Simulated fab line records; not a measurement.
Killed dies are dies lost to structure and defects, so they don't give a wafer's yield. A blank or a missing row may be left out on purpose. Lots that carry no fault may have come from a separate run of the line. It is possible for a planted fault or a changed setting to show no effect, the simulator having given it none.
Chamber matching / flow n5_finfet / N5_BEOL_M3_ETCH_69 on rie_diel-03 has 4 sister chambers
The step etches SiARC in CF4, target depth 15.6 nm, time 26 s. 4 wafers are shown with their chamber, then 9 later ones without.

== WAFERS WITH THEIR CHAMBER ==
wafer=L085.3; chamber=0; showerhead_plenum_p_Torr (Torr)=2.19
wafer=L093.2; chamber=1; showerhead_plenum_p_Torr (Torr)=2.21
wafer=L091.4; chamber=2; showerhead_plenum_p_Torr (Torr)=2.27
wafer=L091.5; chamber=3; showerhead_plenum_p_Torr (Torr)=2.06

== WAFERS WHOSE CHAMBER IS MISSING ==
wafer=L094.3; showerhead_plenum_p_Torr (Torr)=2.26
wafer=L094.4; showerhead_plenum_p_Torr (Torr)=2.18
wafer=L094.5; showerhead_plenum_p_Torr (Torr)=2.18
wafer=L092.1; showerhead_plenum_p_Torr (Torr)=2.06
wafer=L092.2; showerhead_plenum_p_Torr (Torr)=2.18
wafer=L092.5; showerhead_plenum_p_Torr (Torr)=2.26
wafer=L095.2; showerhead_plenum_p_Torr (Torr)=2.18
wafer=L095.3; showerhead_plenum_p_Torr (Torr)=2.26
wafer=L095.5; showerhead_plenum_p_Torr (Torr)=2.06

== EACH ONE'S CHAMBER ==
wafer=L094.3; from the rows above=2; in truth=2
wafer=L094.4; from the rows above=0; in truth=0
wafer=L094.5; from the rows above=0; in truth=0
wafer=L092.1; from the rows above=3; in truth=3
wafer=L092.2; from the rows above=0; in truth=0
wafer=L092.5; from the rows above=2; in truth=2
wafer=L095.2; from the rows above=0; in truth=0
wafer=L095.3; from the rows above=2; in truth=2
wafer=L095.5; from the rows above=3; in truth=3
Correctly placed: 9 of 9. From these rows, 0 cannot be placed. Placed wrongly: 0.
How it was worked out, from the rows above alone: a wafer's distance from a chamber is the root of the sum, over the readings, of the square of ((its reading less the chamber's mean) divided by the reading's scatter). The wafer belongs to the nearest chamber; if the next one is less than 2 further off, it can't be placed. Each chamber's mean is taken over the wafers shown for it. The scatter (one wafer shown for each chamber): square how far every hidden wafer sits from the nearest shown wafer, average those squares and take the square root.
